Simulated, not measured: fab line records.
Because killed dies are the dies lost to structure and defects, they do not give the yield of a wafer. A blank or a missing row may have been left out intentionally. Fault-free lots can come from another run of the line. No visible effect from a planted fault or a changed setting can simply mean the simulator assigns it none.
fab line records | flow n5Finfet
record: lots: 7 | wafers: 39
route steps=1938 shown BEOL_M13@1659 PASSIVATION@1929
startH: the number of hours between the record's first day and the start of the first shown wafer of the lot | waitH: hours from the lot's prior step to this one | " identical to the entry in the row above | L1.1+2: a single row standing in for several wafers | - no value, or no start given | * or withheld: withheld | < > ~ a bound
route shown NAME@n: names a module that has steps shown in the file, with the first one's number in the route | usual: mean/standard deviation of fault-free wafers | same: alike in all rows | chamber/n: place in a boat | sites: per-site readings | _std_site: the values' standard deviation | _edge_site: the outer-site mean with the inner-site mean subtracted | radiusMm: how far each site lies from the wafer's centre | mask NAME#n: copy n | behind: the last tool/chamber to shape the wafer | hold: why the lot was held/for how many hours/how that ended | device: the transistor (n, p or np) that didn't switch | end of line: tests of these same wafers at the route's end | a step given without rows: its recipe and nothing more | killed: dies lost to structure and defects at the first sort, not the wafer's yield | map: dies across one wafer; x = killed, . = not, _ = none there
set.NAME: the setting the step ran with; set.NAME@STEP: the setting that earlier step ran with | model.NAME: the simulator's own value behind a step, which no gauge read
lots run with intentionally changed settings; tables by step, rows by wafer
== steps ==
step: N5_BEOL_M13_ILD_DEP_00
recipe: material: SiOC | targetThkA: 8379.2 | tempC: 350 | precursor: DEMS/O2 | pressureTorr: 5 | rfW: 500 | timeS: 166.4
lot.wafer | tool     | chamber | startH | waitH | set.timeS | model.SiOC_of_BEOL_M13_ILD_DEP_00.thkNm
L077.1    | pecvd-03 | 1       | 258.93 | 0.0   | 166.4     | 830.6
L077.2    | "        | 2       | "      | "     | 166.4     | 834.8
L077.3    | "        | 0       | "      | "     | 109.8     | 549.8
L077.4    | "        | 1       | "      | "     | 109.8     | 556
L077.5    | "        | 2       | "      | "     | 109.8     | 568.8
L077.6    | "        | 0       | "      | "     | 166.4     | 839.8
L081.1    | pecvd-03 | 0       | 276.29 | 0.0   | 97.62     | 471
L081.2    | "        | 2       | "      | "     | 166.4     | 827.2
L081.3    | "        | 1       | "      | "     | 97.62     | 486
L081.4    | "        | 1       | "      | "     | 166.4     | 833.6
L081.5    | "        | 2       | "      | "     | 166.4     | 839.8
L081.6    | "        | 0       | "      | "     | 97.62     | 480.4
L082.1    | pecvd-01 | 0       | 281.04 | 0.0   | 166.4     | 833.8
L082.2    | "        | 2       | "      | "     | 251       | 1256
L082.3    | "        | 1       | "      | "     | 166.4     | 830
L082.4    | "        | 0       | "      | "     | 251       | 1272
L082.5    | "        | 2       | "      | "     | 251       | 1274
L082.6    | "        | 1       | "      | "     | 166.4     | 849
L087.1    | pecvd-03 | 0       | 313.09 | 0.0   | 166.4     | 821.2
L087.2    | "        | 2       | "      | "     | 216.2     | 1077
L087.3    | "        | 1       | "      | "     | 166.4     | 822.4
L087.4    | "        | 0       | "      | "     | 216.2     | 1096
L087.5    | "        | 1       | "      | "     | 216.2     | 1091
L087.6    | "        | 2       | "      | "     | 166.4     | 832
L089.1    | pecvd-01 | 2       | 324.52 | 0.0   | 132.2     | 673.6
L089.2    | "        | 1       | "      | "     | 166.4     | 828.6
L089.3    | "        | 0       | "      | "     | 166.4     | 838.8
L089.4    | "        | 0       | "      | "     | 132.2     | 677.6
L089.5    | "        | 1       | "      | "     | 132.2     | 677.2
L089.6    | "        | 2       | "      | "     | 166.4     | 856.8
L096.2    | pecvd-03 | 1       | 373.79 | 0.0   | 166.4     | 825.8
L096.4    | "        | 0       | "      | "     | 166.4     | 836
L096.5    | "        | 2       | "      | "     | 166.4     | 855.2
L097.1    | pecvd-01 | 0       | 386.16 | 0.0   | 215.7     | 1077
L097.2    | "        | 2       | "      | "     | 215.7     | 1072
L097.3    | "        | 2       | "      | "     | 166.4     | 838.8
L097.4    | "        | 0       | "      | "     | 166.4     | 849.4
L097.5    | "        | 0       | "      | "     | 215.7     | 1097
L097.6    | "        | 2       | "      | "     | 166.4     | 842.4
step: N5_BEOL_M13_THK_MEAS_01
recipe: reads: SiOC_of_BEOL_M13_ILD_DEP_00
usual: M13_ILD_THK: 835/10
lot.wafer | tool         | chamber | startH | waitH | set.timeS@BEOL_M13_ILD_DEP_00 | M13_ILD_THK[nm]
L077.1    | filmMetro-01 | -       | 259.08 | 0.1   | 166.4                         | 830
L077.2    | "            | -       | "      | "     | 166.4                         | 836
L077.3    | "            | -       | "      | "     | 109.8                         | 550
L077.4    | "            | -       | "      | "     | 109.8                         | 555
L077.5    | "            | -       | "      | "     | 109.8                         | 569
L077.6    | "            | -       | "      | "     | 166.4                         | 840
L081.1    | filmMetro-01 | -       | 276.44 | 0.1   | 97.62                         | 471
L081.2    | "            | -       | "      | "     | 166.4                         | 827
L081.3    | "            | -       | "      | "     | 97.62                         | 486
L081.4    | "            | -       | "      | "     | 166.4                         | 833
L081.5    | "            | -       | "      | "     | 166.4                         | 840
L081.6    | "            | -       | "      | "     | 97.62                         | 480
L082.1    | filmMetro-01 | -       | 281.19 | 0.1   | 166.4                         | 834
L082.2    | "            | -       | "      | "     | 251                           | 1254
L082.3    | "            | -       | "      | "     | 166.4                         | 830
L082.4    | "            | -       | "      | "     | 251                           | 1272
L082.5    | "            | -       | "      | "     | 251                           | 1274
L082.6    | "            | -       | "      | "     | 166.4                         | 849
L087.1    | filmMetro-01 | -       | 313.24 | 0.1   | 166.4                         | 821
L087.2    | "            | -       | "      | "     | 216.2                         | 1077
L087.3    | "            | -       | "      | "     | 166.4                         | 823
L087.4    | "            | -       | "      | "     | 216.2                         | 1095
L087.5    | "            | -       | "      | "     | 216.2                         | 1091
L087.6    | "            | -       | "      | "     | 166.4                         | 832
L089.1    | filmMetro-01 | -       | 324.67 | 0.1   | 132.2                         | 674
L089.2    | "            | -       | "      | "     | 166.4                         | 828
L089.3    | "            | -       | "      | "     | 166.4                         | 838
L089.4    | "            | -       | "      | "     | 132.2                         | 678
L089.5    | "            | -       | "      | "     | 132.2                         | 677
L089.6    | "            | -       | "      | "     | 166.4                         | 856
L096.2    | filmMetro-02 | -       | 373.95 | 0.1   | 166.4                         | 825
L096.4    | "            | -       | "      | "     | 166.4                         | 836
L096.5    | "            | -       | "      | "     | 166.4                         | 855
L097.1    | filmMetro-01 | -       | 386.37 | 0.2   | 215.7                         | 1077
L097.2    | "            | -       | "      | "     | 215.7                         | 1073
L097.3    | "            | -       | "      | "     | 166.4                         | 839
L097.4    | "            | -       | "      | "     | 166.4                         | 849
L097.5    | "            | -       | "      | "     | 215.7                         | 1097
L097.6    | "            | -       | "      | "     | 166.4                         | 842
step: N5_BEOL_M13_COAT_58
recipe: resist: BARC | tempC: 205 | timeS: 60 | spinRpm: 1500 | resistThkNm: 89
step: N5_BEOL_M13_COAT_04
recipe: spinRpm: 1625 | resistThkNm: 400
step: N5_BEOL_M13_DESCUM_15
recipe: chemistry: O2 | timeS: 7.9 | sourcePowerW: 50 | biasPowerW: 20 | pressureMtorr: 20 | rfFrequencyHz: 2.712e+07 | tempC: 40 | o2FlowSccm: 225
step: N5_BEOL_M13_ETCH_59
recipe: chemistry: N2/H2 | target: BARC | targetDepthA: 890 | overetchA: 267 | timeS: 67.9 | ionEnergyEv: 200 | pressureMtorr: 30 | sourceW: 840 | biasW: 150 | n2FlowSccm: 200 | h2FlowSccm: 200
step: N5_BEOL_M13_VIA_ETCH_16
recipe: chemistry: C4F8/O2/Ar | target: SiOC | pressureMtorr: 30 | sourceW: 3000 | biasW: 700 | Ar_flow_sccm: 400 | C4F8_flow_sccm: 15 | O2_flow_sccm: 8 | heInnerTorr: 15 | heOuterTorr: 30 | targetDepthA: 9217 | timeS: withheld | ionEnergyEv: 250 | ends: cleared
lot.wafer | tool       | chamber | startH | waitH | set.timeS@BEOL_M13_ILD_DEP_00 | model.BARC_of_BEOL_M13_COAT_58.thkNm | model.etch.depthNm | model.coat_of_BEOL_M13_COAT_04.thkNm
L077.1    | rieDiel-04 | 2       | 259.68 | 0.0   | *                             | 88.6                                 | 830.6              | 73
L077.2    | "          | 1       | "      | "     | *                             | 88.8                                 | 834.7              | 72.8
L077.3    | "          | 0       | "      | "     | *                             | 88.6                                 | 549.9              | 156.8
L077.4    | "          | 2       | "      | "     | *                             | 88.8                                 | 555.9              | 151
L077.5    | "          | 1       | "      | "     | *                             | 88.8                                 | 568.7              | 151.2
L077.6    | "          | 0       | "      | "     | *                             | 89                                   | 839.9              | 70.4
L081.1    | rieDiel-03 | 1       | 278.35 | 0.0   | *                             | 88.8                                 | 470.9              | 178.2
L081.2    | "          | 2       | "      | "     | *                             | 89                                   | 827.1              | 74.6
L081.3    | "          | 3       | "      | "     | *                             | 89                                   | 486                | 175.6
L081.4    | "          | 0       | "      | "     | *                             | 88.8                                 | 833.6              | 74.8
L081.5    | "          | 2       | "      | "     | *                             | 89                                   | 839.8              | 71.2
L081.6    | "          | 1       | "      | "     | *                             | 89                                   | 480.4              | 174.2
L082.1    | rieDiel-04 | 3       | 282.24 | 0.0   | *                             | 89                                   | 833.9              | 74.2
L082.2    | "          | 0       | "      | "     | *                             | 38.8                                 | 1256               | 0
L082.3    | "          | 1       | "      | "     | *                             | 89.2                                 | 830                | 75
L082.4    | "          | 2       | "      | "     | *                             | 31                                   | 1272               | 0
L082.5    | "          | 0       | "      | "     | *                             | 32.2                                 | 1274               | 0
L082.6    | "          | 1       | "      | "     | *                             | 89                                   | 849                | 69.8
L087.1    | rieDiel-02 | 0       | 313.72 | 0.0   | *                             | 89                                   | 821.1              | 78.2
L087.2    | "          | 2       | "      | "     | *                             | 88.4                                 | 1077               | 0
L087.3    | "          | 3       | "      | "     | *                             | 89.4                                 | 822.4              | 77.6
L087.4    | "          | 0       | "      | "     | *                             | 84.6                                 | 1096               | 0
L087.5    | "          | 2       | "      | "     | *                             | 83.4                                 | 1091               | 0
L087.6    | "          | 3       | "      | "     | *                             | 89                                   | 831.9              | 73.8
L089.1    | rieDiel-04 | 2       | 325.28 | 0.0   | *                             | 89                                   | 673.6              | 118
L089.2    | "          | 3       | "      | "     | *                             | 88.8                                 | 828.7              | 72
L089.3    | "          | 1       | "      | "     | *                             | 89                                   | 838.8              | 72.2
L089.4    | "          | 3       | "      | "     | *                             | 88.6                                 | 677.5              | 115.4
L089.5    | "          | 2       | "      | "     | *                             | 89                                   | 677.3              | 118.6
L089.6    | "          | 1       | "      | "     | *                             | 89                                   | 856.7              | 65.8
L096.2    | rieDiel-02 | 1       | 374.55 | 0.0   | *                             | 88.6                                 | 825.8              | 73.8
L096.4    | "          | 0       | "      | "     | *                             | 88.8                                 | 836                | 71.4
L096.5    | "          | 3       | "      | "     | *                             | 89                                   | 855.2              | 65
L097.1    | rieDiel-04 | 1       | 386.98 | 0.0   | *                             | 89                                   | 1077               | 0.6
L097.2    | "          | 3       | "      | "     | *                             | 87.6                                 | 1072               | 0
L097.3    | "          | 2       | "      | "     | *                             | 88.4                                 | 838.7              | 69
L097.4    | "          | 0       | "      | "     | *                             | 88.8                                 | 849.4              | 67
L097.5    | "          | 1       | "      | "     | *                             | 83.4                                 | 1097               | 0
L097.6    | "          | 0       | "      | "     | *                             | 88.8                                 | 842.4              | 69
step: N5_BEOL_M13_STRIP_63
recipe: chemistry: N2/H2 | powerW: 1000 | tempC: 250 | h2Frac: 0.65 | overashFraction: 0.3 | pressureMtorr: 1000 | n2FlowSccm: 1750 | h2FlowSccm: 3250
usual: oesProductAu: 0.674/0.0051 | stripTimeToEndpointS: 27.9/0.98
lot.wafer | tool           | chamber | startH | waitH | set.timeS@BEOL_M13_ILD_DEP_00 | oesProductAu | stripTimeToEndpointS
L077.1    | plasmaAsher-02 | 0       | 259.92 | -     | 166.4                         | 0.674        | 28.6
L077.2    | "              | 1       | "      | "     | 166.4                         | 0.673        | 28.5
L077.3    | "              | 0       | "      | "     | 109.8                         | 0.695        | 51.5
L077.4    | "              | 1       | "      | "     | 109.8                         | 0.696        | 49.9
L077.5    | "              | 0       | "      | "     | 109.8                         | 0.704        | 50.0
L077.6    | "              | 1       | "      | "     | 166.4                         | 0.669        | 27.8
L081.1    | plasmaAsher-02 | 1       | 278.60 | -     | 97.62                         | 0.725        | 57.0
L081.2    | "              | 0       | "      | "     | 166.4                         | 0.673        | 29.0
L081.3    | "              | 1       | "      | "     | 97.62                         | 0.713        | 56.4
L081.4    | "              | 0       | "      | "     | 166.4                         | 0.680        | 29.1
L081.5    | "              | 1       | "      | "     | 166.4                         | 0.683        | 28.0
L081.6    | "              | 0       | "      | "     | 97.62                         | 0.705        | 56.0
L082.1    | plasmaAsher-01 | 0       | 282.48 | -     | 166.4                         | 0.671        | 28.9
L082.2    | "              | 1       | "      | "     | 251                           | 0.240        | 0.0
L082.3    | "              | 1       | "      | "     | 166.4                         | 0.678        | 29.1
L082.4    | "              | 0       | "      | "     | 251                           | 0.232        | 0.0
L082.5    | "              | 1       | "      | "     | 251                           | 0.235        | 0.1
L082.6    | "              | 0       | "      | "     | 166.4                         | 0.672        | 27.6
L087.1    | plasmaAsher-01 | 0       | 313.97 | -     | 166.4                         | 0.670        | 30.0
L087.2    | "              | 1       | "      | "     | 216.2                         | 0.232        | 0.0
L087.3    | "              | 1       | "      | "     | 166.4                         | 0.681        | 29.9
L087.4    | "              | 0       | "      | "     | 216.2                         | 0.240        | 0.0
L087.5    | "              | 0       | "      | "     | 216.2                         | 0.225        | 0.0
L087.6    | "              | 1       | "      | "     | 166.4                         | 0.678        | 28.8
L089.1    | plasmaAsher-01 | 1       | 325.51 | -     | 132.2                         | 0.693        | 41.1
L089.2    | "              | 0       | "      | "     | 166.4                         | 0.670        | 28.3
L089.3    | "              | 0       | "      | "     | 166.4                         | 0.676        | 28.3
L089.4    | "              | 1       | "      | "     | 132.2                         | 0.687        | 40.4
L089.5    | "              | 0       | "      | "     | 132.2                         | 0.686        | 41.3
L089.6    | "              | 1       | "      | "     | 166.4                         | 0.669        | 26.4
L096.2    | plasmaAsher-01 | 0       | 374.78 | -     | 166.4                         | 0.675        | 28.8
L096.4    | "              | 1       | "      | "     | 166.4                         | 0.674        | 28.1
L096.5    | "              | 1       | "      | "     | 166.4                         | 0.670        | 26.2
L097.1    | plasmaAsher-01 | 1       | 387.26 | -     | 215.7                         | 0.277        | 1.1
L097.2    | "              | 0       | "      | "     | 215.7                         | 0.224        | 0.0
L097.3    | "              | 1       | "      | "     | 166.4                         | 0.669        | 27.3
L097.4    | "              | 0       | "      | "     | 166.4                         | 0.669        | 26.8
L097.5    | "              | 1       | "      | "     | 215.7                         | 0.227        | 0.0
L097.6    | "              | 0       | "      | "     | 166.4                         | 0.668        | 27.4
step: N5_PASSIVATION_PASS_ETCH_47
recipe: chemistry: CF4/O2 | target: SiNx | targetDepthA: 7700 | timeS: 385 | ionEnergyEv: 100 | pressureMtorr: 40 | sourceW: 535 | biasW: 49 | Ar_flow_sccm: 100 | cf4FlowSccm: 100 | O2_flow_sccm: 10
lot.wafer | tool       | chamber | startH | waitH | set.timeS | model.etch.depthNm
L077.1    | rieDiel-06 | 0       | 293.97 | 0.0   | 306.9     | 615
L077.2    | "          | 3       | "      | "     | 385       | 780.4
L077.3    | "          | 1       | "      | "     | 385       | 762.6
L077.4    | "          | 2       | "      | "     | 306.9     | 597.8
L077.5    | "          | 2       | "      | "     | 385       | 752.1
L077.6    | "          | 3       | "      | "     | 306.9     | 615.1
L081.1    | rieDiel-01 | 2       | 303.15 | 0.0   | 385       | 788.3
L081.2    | "          | 0       | "      | "     | 385       | 795
L081.3    | "          | 1       | "      | "     | 385       | 774.1
L081.4    | "          | 3       | "      | "     | 385       | 768.4
L081.5    | "          | 3       | "      | "     | 385       | 772.1
L081.6    | "          | 0       | "      | "     | 385       | 791.7
L082.1    | rieDiel-06 | 1       | 314.78 | 0.0   | 535.5     | 1062
L082.2    | "          | 3       | "      | "     | 535.5     | 1086
L082.3    | "          | 0       | "      | "     | 535.5     | 1076
L082.4    | "          | 3       | "      | "     | 385       | 774.8
L082.5    | "          | 0       | "      | "     | 385       | 781.2
L082.6    | "          | 1       | "      | "     | 385       | 768.4
L087.1    | rieDiel-05 | 2       | 347.39 | 0.0   | 524.9     | 1080
L087.2    | "          | 0       | "      | "     | 524.9     | 1046
L087.3    | "          | 1       | "      | "     | 385       | 793.6
L087.4    | "          | 3       | "      | "     | 385       | 783
L087.5    | "          | 1       | "      | "     | 385       | 789.7
L087.6    | "          | 0       | "      | "     | 524.9     | 1044
L089.1    | rieDiel-05 | 1       | 353.41 | 0.0   | 283.2     | 573.4
L089.2    | "          | 2       | "      | "     | 283.2     | 578.3
L089.3    | "          | 0       | "      | "     | 283.2     | 559
L089.4    | "          | 3       | "      | "     | 385       | 769.4
L089.5    | "          | 3       | "      | "     | 385       | 769
L089.6    | "          | 2       | "      | "     | 385       | 783.8
L096.2    | rieDiel-01 | 0       | 405.42 | 0.0   | 385       | 794.2
L096.4    | "          | 2       | "      | "     | 385       | 776.2
L096.5    | "          | 2       | "      | "     | 385       | 781.5
L097.1    | rieDiel-06 | 3       | 418.64 | 0.0   | 161.1     | 319.7
L097.2    | "          | 0       | "      | "     | 385       | 770.5
L097.3    | "          | 2       | "      | "     | 161.1     | 320.9
L097.4    | "          | 1       | "      | "     | 385       | 758.6
L097.5    | "          | 3       | "      | "     | 385       | 763.6
L097.6    | "          | 2       | "      | "     | 161.1     | 321.6
step: N5_PASSIVATION_ETCH_54
recipe: chemistry: CHF3/O2 | target: SiO2 | targetDepthA: 8800 | CHF3_flow_sccm: 50 | O2_flow_sccm: 5 | Ar_flow_sccm: 200 | timeS: 440 | maskMaterial: PR | pressureMtorr: 30 | sourceW: 650 | biasW: 170 | ionEnergyEv: 200
lot.wafer | tool       | chamber | startH | waitH | set.timeS | model.etch.depthNm | model.PASSIVATION.featureDepthNm
L077.1    | rieDiel-06 | 0       | 294.20 | 0.1   | 440       | 869.9              | 869.8
L077.2    | "          | 3       | "      | "     | 440       | 878.6              | 878.6
L077.3    | "          | 1       | "      | "     | 440       | 867.3              | 867.4
L077.4    | "          | 2       | "      | "     | 440       | 854.7              | 854.8
L077.5    | "          | 2       | "      | "     | 440       | 855.7              | 855.8
L077.6    | "          | 3       | "      | "     | 440       | 874.7              | 874.8
L081.1    | rieDiel-01 | 2       | 303.37 | 0.1   | 639.6     | 1302               | 1302
L081.2    | "          | 0       | "      | "     | 440       | 898                | 898
L081.3    | "          | 1       | "      | "     | 639.6     | 1304               | 1304
L081.4    | "          | 3       | "      | "     | 639.6     | 1280               | 1280
L081.5    | "          | 3       | "      | "     | 440       | 892.2              | 892.2
L081.6    | "          | 0       | "      | "     | 440       | 901.3              | 901.4
L082.1    | rieDiel-06 | 1       | 315.00 | 0.1   | 440       | 877.4              | 877.4
L082.2    | "          | 3       | "      | "     | 329.7     | 664.8              | 664.8
L082.3    | "          | 0       | "      | "     | 329.7     | 665.7              | 665.8
L082.4    | "          | 3       | "      | "     | 329.7     | 669.6              | 669.6
L082.5    | "          | 0       | "      | "     | 440       | 884                | 884
L082.6    | "          | 1       | "      | "     | 440       | 877.6              | 877.6
L087.1    | rieDiel-05 | 2       | 347.62 | 0.1   | 567.7     | 1166               | 1166
L087.2    | "          | 0       | "      | "     | 567.7     | 1146               | 1146
L087.3    | "          | 1       | "      | "     | 440       | 899.8              | 899.8
L087.4    | "          | 3       | "      | "     | 440       | 895.8              | 895.8
L087.5    | "          | 1       | "      | "     | 567.7     | 1150               | 1150
L087.6    | "          | 0       | "      | "     | 440       | 886.7              | 886.8
L089.1    | rieDiel-05 | 1       | 353.64 | 0.1   | 440       | 878.7              | 878.6
L089.2    | "          | 2       | "      | "     | 440       | 885.5              | 885.4
L089.3    | "          | 0       | "      | "     | 184.3     | 365.4              | 365.4
L089.4    | "          | 3       | "      | "     | 440       | 877.1              | 877.2
L089.5    | "          | 3       | "      | "     | 184.3     | 369.8              | 369.8
L089.6    | "          | 2       | "      | "     | 184.3     | 370.9              | 371
L096.2    | rieDiel-01 | 0       | 405.65 | 0.1   | 440       | 897.7              | 897.6
L096.4    | "          | 2       | "      | "     | 440       | 885.5              | 885.6
L096.5    | "          | 2       | "      | "     | 440       | 875                | 875
L097.1    | rieDiel-06 | 3       | 418.87 | 0.1   | 440       | 887.7              | 887.6
L097.2    | "          | 0       | "      | "     | 601       | 1224               | 1224
L097.3    | "          | 2       | "      | "     | 440       | 887                | 887
L097.4    | "          | 1       | "      | "     | 601       | 1189               | 1189
L097.5    | "          | 3       | "      | "     | 440       | 881.3              | 881.4
L097.6    | "          | 2       | "      | "     | 601       | 1207               | 1207
== key ==
split: step: N5_BEOL_M13_ILD_DEP_00 | setting: timeS | stated: 166.4 | by: wafer
response: step: N5_BEOL_M13_ILD_DEP_00 | reading: model.SiOC_of_BEOL_M13_ILD_DEP_00.thkNm | change: +8.4 | per: 1% | r: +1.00
response: step: N5_BEOL_M13_THK_MEAS_01 | reading: M13_ILD_THK | change: +8.4 | per: 1% | r: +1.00
response: step: N5_BEOL_M13_VIA_ETCH_16 | reading: model.BARC_of_BEOL_M13_COAT_58.thkNm | shape: bent | atLowest: 88.93 | atStated: 88.9 | atHighest: 34
response: step: N5_BEOL_M13_VIA_ETCH_16 | reading: model.etch.depthNm | change: +8.4 | per: 1% | r: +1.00
response: step: N5_BEOL_M13_VIA_ETCH_16 | reading: model.coat_of_BEOL_M13_COAT_04.thkNm | change: -2.09 | per: 1% | r: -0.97
response: step: N5_BEOL_M13_STRIP_63 | reading: oesProductAu | shape: bent | atLowest: 0.714 | atStated: 0.674 | atHighest: 0.236
response: step: N5_BEOL_M13_STRIP_63 | reading: stripTimeToEndpointS | shape: bent | atLowest: * | atStated: * | atHighest: *
split: step: N5_PASSIVATION_PASS_ETCH_47 | setting: timeS | stated: 385 | by: wafer
response: step: N5_PASSIVATION_PASS_ETCH_47 | reading: model.etch.depthNm | change: +7.6 | per: 1% | r: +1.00
split: step: N5_PASSIVATION_ETCH_54 | setting: timeS | stated: 440 | by: wafer
response: step: N5_PASSIVATION_ETCH_54 | reading: model.etch.depthNm | change: +8.79 | per: 1% | r: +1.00
response: step: N5_PASSIVATION_ETCH_54 | reading: model.PASSIVATION.featureDepthNm | change: +8.79 | per: 1% | r: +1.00
